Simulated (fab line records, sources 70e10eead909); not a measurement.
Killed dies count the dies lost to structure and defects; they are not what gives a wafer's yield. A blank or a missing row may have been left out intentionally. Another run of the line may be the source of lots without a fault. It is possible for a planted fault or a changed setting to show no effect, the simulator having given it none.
fab line records || flow nand-harc
record {"lots": 6, "wafers": 18, "last-day": 33}
route steps=1302 shown P_M1@305 P_M2@318
lots untouched by any fault: they come from a run of this same line in which no faults occurred
start-h: start of the lot's first displayed wafer, in hours after the record's first day || wait-h: how many hours have passed since the lot's step before this one || " same as the row above || L1.1+2: a row that stands for several wafers || - no value, or no start given || * or withheld: withheld || < > ~ a bound
route shown NAME@n: names a module that has steps shown in the file, with the first one's number in the route || usual: the fault-free wafers' mean and standard deviation || same: alike in all rows || chamber/n: place in a boat || sites: per-site readings || _std_site: the standard deviation of these || _edge_site: inner sites' mean taken away from outer sites' mean || radius-mm: how far each site lies from the wafer's centre || mask NAME#n: copy n || behind: the most recent tool/chamber to have shaped the wafer || hold: why the lot went on hold/how many hours it stayed there/how the hold came to an end || device: the transistor (n, p or np) that didn't switch || end of line: at the end of the route, the tests of the same wafers || step lacking rows: just its recipe || killed: dies lost to structure and defects at the first sort, not the wafer's yield || map: shows each die of a wafer: x if killed, . if not, _ if none is there
set.NAME: the run value of the setting; set.NAME@STEP: its run value at that earlier step || model.NAME: the simulator's own value behind a step, which no gauge read
certain route steps with their lots: each step a table, each wafer a row
services: the hour from which a tool's chamber was out of use, counted from the record's first day as start-h (under 0 if before that day), plus the number of hours and why
## steps
# step NHARC_P_M1_DEGAS_29
# recipe {"temp-c": 250, "time-s": 60}
# usual {"heater-power-w": "345/37"}
# same {"time-s": 60}
{"lot.wafer": "L604.3", "tool": "pvd-sputter-01", "chamber": "-", "start-h": 224.37, "wait-h": "-", "heater-power-w": 303}
{"lot.wafer": "L604.6", "tool": "pvd-sputter-01", "chamber": "-", "start-h": 224.37, "wait-h": "-", "heater-power-w": 301}
{"lot.wafer": "L604.5", "tool": "pvd-sputter-01", "chamber": "-", "start-h": 224.37, "wait-h": "-", "heater-power-w": 362}
{"lot.wafer": "L608.2", "tool": "pvd-sputter-02", "chamber": "-", "start-h": 251.56, "wait-h": "-", "heater-power-w": 379}
{"lot.wafer": "L608.5", "tool": "pvd-sputter-02", "chamber": "-", "start-h": 251.56, "wait-h": "-", "heater-power-w": 406}
{"lot.wafer": "L608.6", "tool": "pvd-sputter-02", "chamber": "-", "start-h": 251.56, "wait-h": "-", "heater-power-w": 335}
{"lot.wafer": "L609.1", "tool": "pvd-sputter-01", "chamber": "-", "start-h": 276.99, "wait-h": "-", "heater-power-w": 341}
{"lot.wafer": "L609.2", "tool": "pvd-sputter-01", "chamber": "-", "start-h": 276.99, "wait-h": "-", "heater-power-w": 380}
{"lot.wafer": "L609.5", "tool": "pvd-sputter-01", "chamber": "-", "start-h": 276.99, "wait-h": "-", "heater-power-w": 317}
{"lot.wafer": "L611.3", "tool": "pvd-sputter-01", "chamber": "-", "start-h": 303.14, "wait-h": "-", "heater-power-w": 346}
{"lot.wafer": "L611.4", "tool": "pvd-sputter-01", "chamber": "-", "start-h": 303.14, "wait-h": "-", "heater-power-w": 314}
{"lot.wafer": "L611.6", "tool": "pvd-sputter-01", "chamber": "-", "start-h": 303.14, "wait-h": "-", "heater-power-w": 340}
{"lot.wafer": "L617.3", "tool": "pvd-sputter-01", "chamber": "-", "start-h": 348.25, "wait-h": "-", "heater-power-w": 339}
{"lot.wafer": "L617.6", "tool": "pvd-sputter-01", "chamber": "-", "start-h": 348.25, "wait-h": "-", "heater-power-w": 339}
{"lot.wafer": "L617.5", "tool": "pvd-sputter-01", "chamber": "-", "start-h": 348.25, "wait-h": "-", "heater-power-w": 382}
{"lot.wafer": "L618.3", "tool": "pvd-sputter-02", "chamber": "-", "start-h": 349.48, "wait-h": "-", "heater-power-w": 341}
{"lot.wafer": "L618.2", "tool": "pvd-sputter-02", "chamber": "-", "start-h": 349.48, "wait-h": "-", "heater-power-w": 295}
{"lot.wafer": "L618.1", "tool": "pvd-sputter-02", "chamber": "-", "start-h": 349.48, "wait-h": "-", "heater-power-w": 374}
# step NHARC_P_M1_PRE_CLEAN_30
# recipe {"time-s": 30, "temp-c": 280, "gas": "H2/He"}
# usual {"heater-power-w": "420/43"}
# same {"time-s": 30}
{"lot.wafer": "L604.3", "tool": "pvd-sputter-01", "chamber": "-", "start-h": "-", "wait-h": "-", "heater-power-w": 465}
{"lot.wafer": "L604.6", "tool": "pvd-sputter-01", "chamber": "-", "start-h": "-", "wait-h": "-", "heater-power-w": 370}
{"lot.wafer": "L604.5", "tool": "pvd-sputter-01", "chamber": "-", "start-h": "-", "wait-h": "-", "heater-power-w": 460}
{"lot.wafer": "L608.2", "tool": "pvd-sputter-02", "chamber": "-", "start-h": "-", "wait-h": "-", "heater-power-w": 416}
{"lot.wafer": "L608.5", "tool": "pvd-sputter-02", "chamber": "-", "start-h": "-", "wait-h": "-", "heater-power-w": 499}
{"lot.wafer": "L608.6", "tool": "pvd-sputter-02", "chamber": "-", "start-h": "-", "wait-h": "-", "heater-power-w": 405}
{"lot.wafer": "L609.1", "tool": "pvd-sputter-01", "chamber": "-", "start-h": "-", "wait-h": "-", "heater-power-w": 423}
{"lot.wafer": "L609.2", "tool": "pvd-sputter-01", "chamber": "-", "start-h": "-", "wait-h": "-", "heater-power-w": 421}
{"lot.wafer": "L609.5", "tool": "pvd-sputter-01", "chamber": "-", "start-h": "-", "wait-h": "-", "heater-power-w": 469}
{"lot.wafer": "L611.4", "tool": "pvd-sputter-01", "chamber": "-", "start-h": "-", "wait-h": "-", "heater-power-w": 434}
{"lot.wafer": "L611.3", "tool": "pvd-sputter-01", "chamber": "-", "start-h": "-", "wait-h": "-", "heater-power-w": 386}
{"lot.wafer": "L611.6", "tool": "pvd-sputter-01", "chamber": "-", "start-h": "-", "wait-h": "-", "heater-power-w": 421}
{"lot.wafer": "L617.3", "tool": "pvd-sputter-01", "chamber": "-", "start-h": "-", "wait-h": "-", "heater-power-w": 410}
{"lot.wafer": "L617.5", "tool": "pvd-sputter-01", "chamber": "-", "start-h": "-", "wait-h": "-", "heater-power-w": 460}
{"lot.wafer": "L617.6", "tool": "pvd-sputter-01", "chamber": "-", "start-h": "-", "wait-h": "-", "heater-power-w": 386}
{"lot.wafer": "L618.3", "tool": "pvd-sputter-02", "chamber": "-", "start-h": "-", "wait-h": "-", "heater-power-w": 409}
{"lot.wafer": "L618.1", "tool": "pvd-sputter-02", "chamber": "-", "start-h": "-", "wait-h": "-", "heater-power-w": 362}
{"lot.wafer": "L618.2", "tool": "pvd-sputter-02", "chamber": "-", "start-h": "-", "wait-h": "-", "heater-power-w": 455}
# step NHARC_P_M1_PVD_20
# recipe {"target-thk-a": 50, "bias-v": 168.6, "power-w": 15000, "chamber-pressure-pa": 0.12, "time-s": 8.06, "substrate-temp-c": 50, "material": "TaN"}
# step NHARC_P_M1_PVD_21
# recipe {"target-thk-a": 300, "chamber-pressure-pa": 5, "power-w": 5000, "substrate-temp-c": 30, "time-s": 20.49, "material": "Cu"}
# usual {"throttle-valve-pct": "30.0/0.9"}
# same {"time-s": 20.49}
{"lot.wafer": "L604.3", "tool": "pvd-sputter-01", "chamber": "-", "start-h": "-", "wait-h": "-", "throttle-valve-pct": 30.4}
{"lot.wafer": "L604.5", "tool": "pvd-sputter-01", "chamber": "-", "start-h": "-", "wait-h": "-", "throttle-valve-pct": 29.3}
{"lot.wafer": "L604.6", "tool": "pvd-sputter-01", "chamber": "-", "start-h": "-", "wait-h": "-", "throttle-valve-pct": 30.5}
{"lot.wafer": "L608.2", "tool": "pvd-sputter-02", "chamber": "-", "start-h": "-", "wait-h": "-", "throttle-valve-pct": 29.9}
{"lot.wafer": "L608.6", "tool": "pvd-sputter-02", "chamber": "-", "start-h": "-", "wait-h": "-", "throttle-valve-pct": 31.4}
{"lot.wafer": "L608.5", "tool": "pvd-sputter-02", "chamber": "-", "start-h": "-", "wait-h": "-", "throttle-valve-pct": 28.3}
{"lot.wafer": "L609.1", "tool": "pvd-sputter-01", "chamber": "-", "start-h": "-", "wait-h": "-", "throttle-valve-pct": 30.2}
{"lot.wafer": "L609.2", "tool": "pvd-sputter-01", "chamber": "-", "start-h": "-", "wait-h": "-", "throttle-valve-pct": 30.3}
{"lot.wafer": "L609.5", "tool": "pvd-sputter-01", "chamber": "-", "start-h": "-", "wait-h": "-", "throttle-valve-pct": 30.1}
{"lot.wafer": "L611.4", "tool": "pvd-sputter-01", "chamber": "-", "start-h": "-", "wait-h": "-", "throttle-valve-pct": 30.8}
{"lot.wafer": "L611.3", "tool": "pvd-sputter-01", "chamber": "-", "start-h": "-", "wait-h": "-", "throttle-valve-pct": 31.2}
{"lot.wafer": "L611.6", "tool": "pvd-sputter-01", "chamber": "-", "start-h": "-", "wait-h": "-", "throttle-valve-pct": 30.6}
{"lot.wafer": "L617.3", "tool": "pvd-sputter-01", "chamber": "-", "start-h": "-", "wait-h": "-", "throttle-valve-pct": 30.9}
{"lot.wafer": "L617.5", "tool": "pvd-sputter-01", "chamber": "-", "start-h": "-", "wait-h": "-", "throttle-valve-pct": 30.6}
{"lot.wafer": "L617.6", "tool": "pvd-sputter-01", "chamber": "-", "start-h": "-", "wait-h": "-", "throttle-valve-pct": 29.3}
{"lot.wafer": "L618.2", "tool": "pvd-sputter-02", "chamber": "-", "start-h": "-", "wait-h": "-", "throttle-valve-pct": 30.1}
{"lot.wafer": "L618.1", "tool": "pvd-sputter-02", "chamber": "-", "start-h": "-", "wait-h": "-", "throttle-valve-pct": 31.4}
{"lot.wafer": "L618.3", "tool": "pvd-sputter-02", "chamber": "-", "start-h": "-", "wait-h": "-", "throttle-valve-pct": 29.2}
# step NHARC_P_M1_ECD_22
# recipe {"target-thk-a": 4000, "bath-temp-c": 25, "material": "Cu"}
# step NHARC_P_M1_ANNEAL_31
# recipe {"temp-c": 225, "time-s": 90}
# step NHARC_P_M1_CMP_23
# recipe {"t-overpolish-s": 20, "target-thk-nm": 157.82}
# usual {"motor-current-A": "12.4/1.3", "time-to-endpoint-s": "29/3.4"}
{"lot.wafer": "L604.3", "tool": "cmp-02", "chamber": 0, "start-h": 225.51, "wait-h": "-", "motor-current-A": 11.9, "time-to-endpoint-s": 25}
{"lot.wafer": "L604.5", "tool": "cmp-02", "chamber": 2, "start-h": 225.51, "wait-h": "-", "motor-current-A": 10.5, "time-to-endpoint-s": 35}
{"lot.wafer": "L604.6", "tool": "cmp-02", "chamber": 3, "start-h": 225.51, "wait-h": "-", "motor-current-A": 13.5, "time-to-endpoint-s": 32}
{"lot.wafer": "L608.2", "tool": "cmp-02", "chamber": 0, "start-h": 252.68, "wait-h": "-", "motor-current-A": 11.5, "time-to-endpoint-s": 22}
{"lot.wafer": "L608.6", "tool": "cmp-02", "chamber": 2, "start-h": 252.68, "wait-h": "-", "motor-current-A": 10.7, "time-to-endpoint-s": 30}
{"lot.wafer": "L608.5", "tool": "cmp-02", "chamber": 3, "start-h": 252.68, "wait-h": "-", "motor-current-A": 12.2, "time-to-endpoint-s": 27}
{"lot.wafer": "L609.2", "tool": "cmp-02", "chamber": 3, "start-h": 278.41, "wait-h": "-", "motor-current-A": 12.9, "time-to-endpoint-s": 32}
{"lot.wafer": "L609.1", "tool": "cmp-02", "chamber": 0, "start-h": 278.41, "wait-h": "-", "motor-current-A": 11.0, "time-to-endpoint-s": 25}
{"lot.wafer": "L609.5", "tool": "cmp-02", "chamber": 1, "start-h": 278.41, "wait-h": "-", "motor-current-A": 13.9, "time-to-endpoint-s": 33}
{"lot.wafer": "L611.4", "tool": "cmp-04", "chamber": 0, "start-h": 304.21, "wait-h": "-", "motor-current-A": 12.6, "time-to-endpoint-s": 30}
{"lot.wafer": "L611.3", "tool": "cmp-04", "chamber": 2, "start-h": 304.21, "wait-h": "-", "motor-current-A": 12.0, "time-to-endpoint-s": 28}
{"lot.wafer": "L611.6", "tool": "cmp-04", "chamber": 0, "start-h": 304.21, "wait-h": "-", "motor-current-A": 13.3, "time-to-endpoint-s": 28}
{"lot.wafer": "L617.3", "tool": "cmp-03", "chamber": 2, "start-h": 349.39, "wait-h": "-", "motor-current-A": 11.1, "time-to-endpoint-s": 32}
{"lot.wafer": "L617.5", "tool": "cmp-03", "chamber": 0, "start-h": 349.39, "wait-h": "-", "motor-current-A": 13.9, "time-to-endpoint-s": 34}
{"lot.wafer": "L617.6", "tool": "cmp-03", "chamber": 1, "start-h": 349.39, "wait-h": "-", "motor-current-A": 13.5, "time-to-endpoint-s": 31}
{"lot.wafer": "L618.2", "tool": "cmp-04", "chamber": 2, "start-h": 350.57, "wait-h": "-", "motor-current-A": 12.3, "time-to-endpoint-s": 28}
{"lot.wafer": "L618.1", "tool": "cmp-04", "chamber": 0, "start-h": 350.57, "wait-h": "-", "motor-current-A": 12.8, "time-to-endpoint-s": 27}
{"lot.wafer": "L618.3", "tool": "cmp-04", "chamber": 1, "start-h": 350.57, "wait-h": "-", "motor-current-A": 12.4, "time-to-endpoint-s": 23}
# step NHARC_P_M1_THK_MEAS_24
# recipe {"thk-meas-gauge": "xrf"}
# usual {"thk-nm": "158.0/1.8"}
{"lot.wafer": "L604.3", "tool": "film-metro-02", "chamber": "-", "start-h": 225.77, "wait-h": "-", "thk-nm": 154.4}
{"lot.wafer": "L604.5", "tool": "film-metro-02", "chamber": "-", "start-h": 225.77, "wait-h": "-", "thk-nm": 159.1}
{"lot.wafer": "L604.6", "tool": "film-metro-02", "chamber": "-", "start-h": 225.77, "wait-h": "-", "thk-nm": 158.3}
{"lot.wafer": "L608.2", "tool": "film-metro-02", "chamber": "-", "start-h": 252.93, "wait-h": "-", "thk-nm": 156.7}
{"lot.wafer": "L608.5", "tool": "film-metro-02", "chamber": "-", "start-h": 252.93, "wait-h": "-", "thk-nm": 158.8}
{"lot.wafer": "L608.6", "tool": "film-metro-02", "chamber": "-", "start-h": 252.93, "wait-h": "-", "thk-nm": 159.0}
{"lot.wafer": "L609.1", "tool": "film-metro-02", "chamber": "-", "start-h": 278.67, "wait-h": "-", "thk-nm": 157.5}
{"lot.wafer": "L609.2", "tool": "film-metro-02", "chamber": "-", "start-h": 278.67, "wait-h": "-", "thk-nm": 157.2}
{"lot.wafer": "L609.5", "tool": "film-metro-02", "chamber": "-", "start-h": 278.67, "wait-h": "-", "thk-nm": 159.3}
{"lot.wafer": "L611.3", "tool": "film-metro-02", "chamber": "-", "start-h": 304.53, "wait-h": "-", "thk-nm": 157.2}
{"lot.wafer": "L611.4", "tool": "film-metro-02", "chamber": "-", "start-h": 304.53, "wait-h": "-", "thk-nm": 158.5}
{"lot.wafer": "L611.6", "tool": "film-metro-02", "chamber": "-", "start-h": 304.53, "wait-h": "-", "thk-nm": 157.2}
{"lot.wafer": "L617.3", "tool": "film-metro-02", "chamber": "-", "start-h": 349.65, "wait-h": "-", "thk-nm": 160.0}
{"lot.wafer": "L617.5", "tool": "film-metro-02", "chamber": "-", "start-h": 349.65, "wait-h": "-", "thk-nm": 158.2}
{"lot.wafer": "L617.6", "tool": "film-metro-02", "chamber": "-", "start-h": 349.65, "wait-h": "-", "thk-nm": 162.5}
{"lot.wafer": "L618.1", "tool": "film-metro-02", "chamber": "-", "start-h": 350.88, "wait-h": "-", "thk-nm": 158.1}
{"lot.wafer": "L618.2", "tool": "film-metro-02", "chamber": "-", "start-h": 350.88, "wait-h": "-", "thk-nm": 157.4}
{"lot.wafer": "L618.3", "tool": "film-metro-02", "chamber": "-", "start-h": 350.88, "wait-h": "-", "thk-nm": 157.0}
# step NHARC_P_M1_SRD_25
# step NHARC_P_M1_INSPECT_27
# usual {"raw-defect-count": "285/130"}
{"lot.wafer": "L604.3", "tool": "defect-inspect-02", "chamber": "-", "start-h": 225.92, "wait-h": 0.0, "raw-defect-count": 468}
{"lot.wafer": "L604.5", "tool": "defect-inspect-02", "chamber": "-", "start-h": 225.92, "wait-h": 0.0, "raw-defect-count": 224}
{"lot.wafer": "L604.6", "tool": "defect-inspect-02", "chamber": "-", "start-h": 225.92, "wait-h": 0.0, "raw-defect-count": 459}
{"lot.wafer": "L608.2", "tool": "defect-inspect-01", "chamber": "-", "start-h": 253.09, "wait-h": 0.0, "raw-defect-count": 132}
{"lot.wafer": "L608.5", "tool": "defect-inspect-01", "chamber": "-", "start-h": 253.09, "wait-h": 0.0, "raw-defect-count": 363}
{"lot.wafer": "L608.6", "tool": "defect-inspect-01", "chamber": "-", "start-h": 253.09, "wait-h": 0.0, "raw-defect-count": 244}
{"lot.wafer": "L609.1", "tool": "defect-inspect-02", "chamber": "-", "start-h": 278.82, "wait-h": 0.0, "raw-defect-count": 344}
{"lot.wafer": "L609.2", "tool": "defect-inspect-02", "chamber": "-", "start-h": 278.82, "wait-h": 0.0, "raw-defect-count": 1275}
{"lot.wafer": "L609.5", "tool": "defect-inspect-02", "chamber": "-", "start-h": 278.82, "wait-h": 0.0, "raw-defect-count": 674}
{"lot.wafer": "L611.3", "tool": "defect-inspect-01", "chamber": "-", "start-h": 304.68, "wait-h": 0.0, "raw-defect-count": 263}
{"lot.wafer": "L611.4", "tool": "defect-inspect-01", "chamber": "-", "start-h": 304.68, "wait-h": 0.0, "raw-defect-count": 668}
{"lot.wafer": "L611.6", "tool": "defect-inspect-01", "chamber": "-", "start-h": 304.68, "wait-h": 0.0, "raw-defect-count": 235}
{"lot.wafer": "L617.3", "tool": "defect-inspect-01", "chamber": "-", "start-h": 349.81, "wait-h": 0.0, "raw-defect-count": 214}
{"lot.wafer": "L617.5", "tool": "defect-inspect-01", "chamber": "-", "start-h": 349.81, "wait-h": 0.0, "raw-defect-count": 162}
{"lot.wafer": "L617.6", "tool": "defect-inspect-01", "chamber": "-", "start-h": 349.81, "wait-h": 0.0, "raw-defect-count": 289}
{"lot.wafer": "L618.1", "tool": "defect-inspect-02", "chamber": "-", "start-h": 351.04, "wait-h": 0.0, "raw-defect-count": 382}
{"lot.wafer": "L618.2", "tool": "defect-inspect-02", "chamber": "-", "start-h": 351.04, "wait-h": 0.0, "raw-defect-count": 252}
{"lot.wafer": "L618.3", "tool": "defect-inspect-02", "chamber": "-", "start-h": 351.04, "wait-h": 0.0, "raw-defect-count": 320}
# step NHARC_P_M1_PRE_CLEAN_32
# recipe {"time-s": 12, "temp-c": 370, "rf-power-w": 300, "gas": "NH3"}
# usual {"heater-power-outer-w": "398/63", "heater-power-w": "645/85"}
# same {"time-s": 12}
{"lot.wafer": "L604.3", "tool": "pecvd-02", "chamber": 2, "start-h": 226.00, "wait-h": 0.1, "heater-power-outer-w": 420, "heater-power-w": 688}
{"lot.wafer": "L604.6", "tool": "pecvd-02", "chamber": 2, "start-h": 226.00, "wait-h": 0.1, "heater-power-outer-w": 421, "heater-power-w": 682}
{"lot.wafer": "L604.5", "tool": "pecvd-02", "chamber": 0, "start-h": 226.00, "wait-h": 0.1, "heater-power-outer-w": 312, "heater-power-w": 515}
{"lot.wafer": "L608.2", "tool": "pecvd-03", "chamber": 0, "start-h": 253.16, "wait-h": 0.1, "heater-power-outer-w": 380, "heater-power-w": 678}
{"lot.wafer": "L608.6", "tool": "pecvd-03", "chamber": 1, "start-h": 253.16, "wait-h": 0.1, "heater-power-outer-w": 345, "heater-power-w": 652}
{"lot.wafer": "L608.5", "tool": "pecvd-03", "chamber": 2, "start-h": 253.16, "wait-h": 0.1, "heater-power-outer-w": 323, "heater-power-w": 559}
{"lot.wafer": "L609.2", "tool": "pecvd-03", "chamber": 0, "start-h": 278.89, "wait-h": 0.1, "heater-power-outer-w": 438, "heater-power-w": 747}
{"lot.wafer": "L609.1", "tool": "pecvd-03", "chamber": 2, "start-h": 278.89, "wait-h": 0.1, "heater-power-outer-w": 300, "heater-power-w": 538}
{"lot.wafer": "L609.5", "tool": "pecvd-03", "chamber": 2, "start-h": 278.89, "wait-h": 0.1, "heater-power-outer-w": 308, "heater-power-w": 527}
{"lot.wafer": "L611.3", "tool": "pecvd-01", "chamber": 1, "start-h": 304.77, "wait-h": 0.1, "heater-power-outer-w": 469, "heater-power-w": 751}
{"lot.wafer": "L611.4", "tool": "pecvd-01", "chamber": 2, "start-h": 304.77, "wait-h": 0.1, "heater-power-outer-w": 441, "heater-power-w": 731}
{"lot.wafer": "L611.6", "tool": "pecvd-01", "chamber": 0, "start-h": 304.77, "wait-h": 0.1, "heater-power-outer-w": 476, "heater-power-w": 679}
{"lot.wafer": "L617.3", "tool": "pecvd-01", "chamber": 1, "start-h": 349.90, "wait-h": 0.1, "heater-power-outer-w": 418, "heater-power-w": 681}
{"lot.wafer": "L617.6", "tool": "pecvd-01", "chamber": 0, "start-h": 349.90, "wait-h": 0.1, "heater-power-outer-w": 496, "heater-power-w": 696}
{"lot.wafer": "L617.5", "tool": "pecvd-01", "chamber": 1, "start-h": 349.90, "wait-h": 0.1, "heater-power-outer-w": 424, "heater-power-w": 675}
{"lot.wafer": "L618.3", "tool": "pecvd-03", "chamber": 0, "start-h": 351.11, "wait-h": 0.1, "heater-power-outer-w": 423, "heater-power-w": 714}
{"lot.wafer": "L618.2", "tool": "pecvd-03", "chamber": 1, "start-h": 351.11, "wait-h": 0.1, "heater-power-outer-w": 390, "heater-power-w": 711}
{"lot.wafer": "L618.1", "tool": "pecvd-03", "chamber": 2, "start-h": 351.11, "wait-h": 0.1, "heater-power-outer-w": 269, "heater-power-w": 500}
# step NHARC_P_M1_DEP_33
# recipe {"target-thk-a": 300, "temp-c": 370, "target-thk-nm": 30, "pressure-torr": 3, "flow-sccm": 200, "rf-w": 450, "material": "SiCN"}
# usual {"chamber-pressure-Torr": "3.000/0.0067", "heater-power-outer-w": "355/68", "heater-power-w": "585/92"}
{"lot.wafer": "L604.3", "tool": "pecvd-02", "chamber": 2, "start-h": 226.11, "wait-h": 0.1, "chamber-pressure-Torr": 2.999, "heater-power-outer-w": 416, "heater-power-w": 663}
{"lot.wafer": "L604.6", "tool": "pecvd-02", "chamber": 2, "start-h": 226.11, "wait-h": 0.1, "chamber-pressure-Torr": 2.985, "heater-power-outer-w": 417, "heater-power-w": 673}
{"lot.wafer": "L604.5", "tool": "pecvd-02", "chamber": 0, "start-h": 226.11, "wait-h": 0.1, "chamber-pressure-Torr": 3.001, "heater-power-outer-w": 222, "heater-power-w": 387}
{"lot.wafer": "L608.2", "tool": "pecvd-03", "chamber": 0, "start-h": 253.24, "wait-h": 0.1, "chamber-pressure-Torr": "-", "heater-power-outer-w": "-", "heater-power-w": "-"}
{"lot.wafer": "L608.6", "tool": "pecvd-03", "chamber": 1, "start-h": 253.24, "wait-h": 0.1, "chamber-pressure-Torr": "-", "heater-power-outer-w": "-", "heater-power-w": "-"}
{"lot.wafer": "L608.5", "tool": "pecvd-03", "chamber": 2, "start-h": 253.24, "wait-h": 0.1, "chamber-pressure-Torr": "-", "heater-power-outer-w": "-", "heater-power-w": "-"}
{"lot.wafer": "L609.2", "tool": "pecvd-03", "chamber": 0, "start-h": 278.97, "wait-h": 0.1, "chamber-pressure-Torr": "-", "heater-power-outer-w": "-", "heater-power-w": "-"}
{"lot.wafer": "L609.1", "tool": "pecvd-03", "chamber": 2, "start-h": 278.97, "wait-h": 0.1, "chamber-pressure-Torr": "-", "heater-power-outer-w": "-", "heater-power-w": "-"}
{"lot.wafer": "L609.5", "tool": "pecvd-03", "chamber": 2, "start-h": 278.97, "wait-h": 0.1, "chamber-pressure-Torr": "-", "heater-power-outer-w": "-", "heater-power-w": "-"}
{"lot.wafer": "L611.3", "tool": "pecvd-01", "chamber": 1, "start-h": 304.91, "wait-h": 0.1, "chamber-pressure-Torr": 2.997, "heater-power-outer-w": 425, "heater-power-w": 694}
{"lot.wafer": "L611.4", "tool": "pecvd-01", "chamber": 2, "start-h": 304.91, "wait-h": 0.1, "chamber-pressure-Torr": 3.004, "heater-power-outer-w": 388, "heater-power-w": 638}
{"lot.wafer": "L611.6", "tool": "pecvd-01", "chamber": 0, "start-h": 304.91, "wait-h": 0.1, "chamber-pressure-Torr": 3.005, "heater-power-outer-w": 390, "heater-power-w": 608}
{"lot.wafer": "L617.3", "tool": "pecvd-01", "chamber": 1, "start-h": 350.04, "wait-h": 0.1, "chamber-pressure-Torr": 2.998, "heater-power-outer-w": 407, "heater-power-w": 638}
{"lot.wafer": "L617.6", "tool": "pecvd-01", "chamber": 0, "start-h": 350.04, "wait-h": 0.1, "chamber-pressure-Torr": 3.007, "heater-power-outer-w": 470, "heater-power-w": 699}
{"lot.wafer": "L617.5", "tool": "pecvd-01", "chamber": 1, "start-h": 350.04, "wait-h": 0.1, "chamber-pressure-Torr": 3.008, "heater-power-outer-w": 400, "heater-power-w": 647}
{"lot.wafer": "L618.3", "tool": "pecvd-03", "chamber": 0, "start-h": 351.19, "wait-h": 0.1, "chamber-pressure-Torr": 3.000, "heater-power-outer-w": 362, "heater-power-w": 647}
{"lot.wafer": "L618.2", "tool": "pecvd-03", "chamber": 1, "start-h": 351.19, "wait-h": 0.1, "chamber-pressure-Torr": 3.004, "heater-power-outer-w": 341, "heater-power-w": 643}
{"lot.wafer": "L618.1", "tool": "pecvd-03", "chamber": 2, "start-h": 351.19, "wait-h": 0.1, "chamber-pressure-Torr": 2.987, "heater-power-outer-w": 247, "heater-power-w": 471}
# step NHARC_P_M2_DEP_00
# recipe {"target-thk-a": 1825, "target-thk-nm": 182.5, "temp-c": "withheld", "pressure-torr": 5, "flow-sccm": 200, "rf-w": 600, "material": "SiOC"}
## services
{"tool": "pvd-sputter-01", "chamber": "-", "start-h": 201.00, "hours": 6.2, "kind": "repair"}
{"tool": "pecvd-02", "chamber": "-", "start-h": 202.37, "hours": 0.9, "kind": "repair"}
{"tool": "cmp-04", "chamber": "-", "start-h": 210.72, "hours": 4.0, "kind": "pm"}
{"tool": "pecvd-03", "chamber": "-", "start-h": 211.65, "hours": 1.2, "kind": "repair"}
{"tool": "pvd-sputter-01", "chamber": "-", "start-h": 225.78, "hours": 6.6, "kind": "repair"}
{"tool": "pecvd-02", "chamber": "-", "start-h": 227.29, "hours": 13.0, "kind": "pm"}
{"tool": "cmp-02", "chamber": "-", "start-h": 232.57, "hours": 4.0, "kind": "pm"}
{"tool": "cmp-03", "chamber": "-", "start-h": 245.31, "hours": 0.5, "kind": "repair"}
{"tool": "cmp-04", "chamber": "-", "start-h": 252.06, "hours": 2.0, "kind": "repair"}
{"tool": "pvd-sputter-01", "chamber": "-", "start-h": 255.64, "hours": 2.1, "kind": "repair"}
{"tool": "cmp-03", "chamber": "-", "start-h": 260.10, "hours": 4.0, "kind": "pm"}
{"tool": "pvd-sputter-02", "chamber": "-", "start-h": 282.04, "hours": 10.0, "kind": "pm"}
{"tool": "cmp-03", "chamber": "-", "start-h": 293.72, "hours": 1.2, "kind": "repair"}
{"tool": "pvd-sputter-02", "chamber": "-", "start-h": 294.27, "hours": 8.7, "kind": "repair"}
{"tool": "pecvd-02", "chamber": 2, "start-h": 297.35, "hours": 2.5, "kind": "repair"}
{"tool": "cmp-02", "chamber": "-", "start-h": 299.25, "hours": 1.2, "kind": "repair"}
{"tool": "cmp-03", "chamber": "-", "start-h": 304.53, "hours": 1.0, "kind": "repair"}
{"tool": "cmp-04", "chamber": "-", "start-h": 308.72, "hours": 4.0, "kind": "pm"}
{"tool": "pecvd-01", "chamber": "-", "start-h": 311.40, "hours": 13.0, "kind": "pm"}
{"tool": "cmp-03", "chamber": "-", "start-h": 311.48, "hours": 1.1, "kind": "repair"}
{"tool": "pecvd-03", "chamber": 2, "start-h": 319.45, "hours": 6.8, "kind": "repair"}
{"tool": "cmp-02", "chamber": "-", "start-h": 330.57, "hours": 4.0, "kind": "pm"}
{"tool": "cmp-04", "chamber": "-", "start-h": 330.74, "hours": 1.3, "kind": "repair"}
{"tool": "pecvd-03", "chamber": "-", "start-h": 346.67, "hours": 1.6, "kind": "repair"}
## key
first-sign {"step": "NHARC_P_M1_DEP_33", "reading": "tool-record", "direction": "missing"}
effect none on later readings
met-at NHARC_P_M1_DEP_33
struck-wafers L608.2,L608.5,L608.6,L609.1,L609.2,L609.5
sort-left-out L608.2,L608.5,L608.6,L609.1,L609.2,L609.5
fault {"kind": "skipped-step-whole", "tool": "pecvd-03", "chamber": "-", "onset-h": 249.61, "steps": "NHARC_P_M1_DEP_33", "scope": "struck-lots-only"}
# sort-left-out: the simulated sort isn't trusted on such a fault, so these wafers' sort isn't shown, and their yield isn't known
